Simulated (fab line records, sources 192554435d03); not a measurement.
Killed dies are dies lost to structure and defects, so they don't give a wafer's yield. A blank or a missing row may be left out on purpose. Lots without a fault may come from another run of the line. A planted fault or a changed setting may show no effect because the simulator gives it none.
One fault seen from 3 desks | flow n5_finfet | each desk has only its own numbers; what lay behind them comes last

THE TOOL OWNER'S DESK: cmp-02
The tool's own readings at N5_BEOL_M1_CMP_52 (polishes, stops on SiOC, t overpolish 6.8 s, target thk 40 nm): means of the sampled wafers that have a number, for each lot that ran on this tool. A lot is out of limits, marked OUT, if its mean lies more than 4 standard deviations from the usual mean; the brackets give that distance.
Columns: A = barrier_field_endpoint_s at N5_BEOL_M1_CMP_52, usual 25.1 s; B = motor_current_A at N5_BEOL_M1_CMP_52, usual 6.3 A; C = overpolish_run_s at N5_BEOL_M1_CMP_52, usual 6.801 s; D = retaining_ring_pressure_frac at N5_BEOL_M1_CMP_52, usual 1.000; E = time_to_endpoint_s at N5_BEOL_M1_CMP_52, usual 63 s
lot  | first seen here | A              | B   | C                       | D     | E
L641 | day 6 16:40     | 25.4           | 5.8 | 6.799                   | 1.002 | 62
L643 | day 7 10:26     | 26.1           | 5.9 | 6.804                   | 1.000 | 66
L650 | day 9 01:39     | 25.1           | 6.4 | 6.801                   | 1.002 | 64
L649 | day 9 04:23     | 25.4           | 5.5 | 6.798                   | 1.002 | 65
L651 | day 9 17:47     | 41.4 (+19) OUT | 6.3 | 0.037 (-99 or more) OUT | 1.000 | 81 (+4.3) OUT
L653 | day 10 01:40    | 41.4 (+19) OUT | 5.5 | 0.043 (-99 or more) OUT | 1.002 | 81 (+4.3) OUT
L662 | day 13 03:30    | 24.1           | 6.4 | 6.808                   | 1.007 | 59
This desk's finding: out of limits on L651, L653; first on L651, day 9 17:47 (barrier_field_endpoint_s at N5_BEOL_M1_CMP_52). In limits: L641, L643, L650, L649, L662.

THE DEFECT DESK
What the inspections along the route counted, lot by lot: means of the sampled wafers that have a number. A lot is out of limits, marked OUT, if its mean lies more than 4 standard deviations from the usual mean; the brackets give that distance.
Columns: A = raw_defect_count at N5_BEOL_M1_INSPECT_59, usual 67
lot  | first seen here | A
L641 | day 6 17:15     | 70
L643 | day 7 11:01     | 90
L647 | day 8 13:09     | 64
L650 | day 9 02:29     | 107
L649 | day 9 05:16     | 40
L651 | day 9 18:25     | 1550 (+67) OUT
L652 | day 9 20:14     | 72
L653 | day 10 02:17    | 1525 (+66) OUT
L661 | day 13 00:45    | 74
L662 | day 13 04:05    | 50
This desk's finding: out of limits on L651, L653; first on L651, day 9 18:25 (raw_defect_count at N5_BEOL_M1_INSPECT_59). In limits: L641, L643, L647, L650, L649, L652, L661, L662.

THE METROLOGY DESK
What the gauges read, lot by lot, whatever tool the lot ran on: means of the sampled wafers that have a number. A lot is out of limits, marked OUT, if its mean lies more than 4 standard deviations from the usual mean; the brackets give that distance. Of its 11 readings 7 are shown: the one that was out of limits first, and those that lie furthest out on some lot.
Columns: A = M1_THK at N5_BEOL_M1_THK_MEAS_53, usual 39.8 nm; B = DIBL_N at N5_BEOL_M4_RC_MEAS_101, usual 36.2 mV/V; C = DIBL_P at N5_BEOL_M4_RC_MEAS_101, usual 36.5 mV/V; D = IOFF_P at N5_BEOL_M4_RC_MEAS_101, usual 0.22 nA/um; E = ION_P at N5_BEOL_M4_RC_MEAS_101, usual 463 uA/um; F = SS_P at N5_BEOL_M4_RC_MEAS_101, usual 73.4 mV/dec; G = VT_P at N5_BEOL_M4_RC_MEAS_101, usual -250 mV
lot  | first seen here | A               | B    | C    | D    | E   | F    | G
L641 | day 6 16:58     | 38.1            | 34.4 | 33.7 | 0.19 | 457 | 73.1 | -251
L643 | day 7 10:44     | 40.4            | 34.2 | 35.2 | 0.18 | 456 | 72.8 | -252
L647 | day 8 12:38     | 39.2            | 32.8 | 31.5 | 0.14 | 443 | 72.2 | -258
L650 | day 9 01:56     | 39.7            | 34.8 | 35.9 | 0.20 | 463 | 73.6 | -250
L649 | day 9 04:34     | 40.0            | 34.9 | 37.5 | 0.23 | 462 | 72.8 | -248
L651 | day 9 18:03     | 145.3 (+56) OUT | -    | -    | -    | -   | -    | -
L652 | day 9 19:42     | 39.6            | 38.2 | 37.6 | 0.22 | 466 | 73.4 | -251
L653 | day 10 01:57    | 150.9 (+58) OUT | -    | -    | -    | -   | -    | -
L661 | day 13 00:28    | 39.9            | 38.5 | 38.1 | 0.25 | 462 | 75.0 | -250
L662 | day 13 03:48    | 38.1            | 34.3 | 35.6 | 0.20 | 460 | 73.3 | -251
This desk's finding: out of limits on L651, L653; first on L651, day 9 18:03 (M1_THK at N5_BEOL_M1_THK_MEAS_53). In limits: L641, L643, L647, L650, L649, L652, L661, L662.

PUT TOGETHER
The tool owner's desk could have raised an alarm at day 9 17:47, on L651, L653.
The metrology desk could have raised an alarm at day 9 18:03, on L651, L653.
The defect desk could have raised an alarm at day 9 18:25, on L651, L653.
Of the lots named, all ran N5_BEOL_M1_CMP_52 on cmp-02.

WHAT THE SIMULATOR HAD PUT IN
Process parameter drift: cmp-02, from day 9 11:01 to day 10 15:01, at N5_BEOL_M1_CMP_52. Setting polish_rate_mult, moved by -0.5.
Lots struck among those shown: L651, L653.
Hours from the fault's start to each desk's first reading out of limits: the tool owner's desk, 7; the metrology desk, 7; the defect desk, 7.
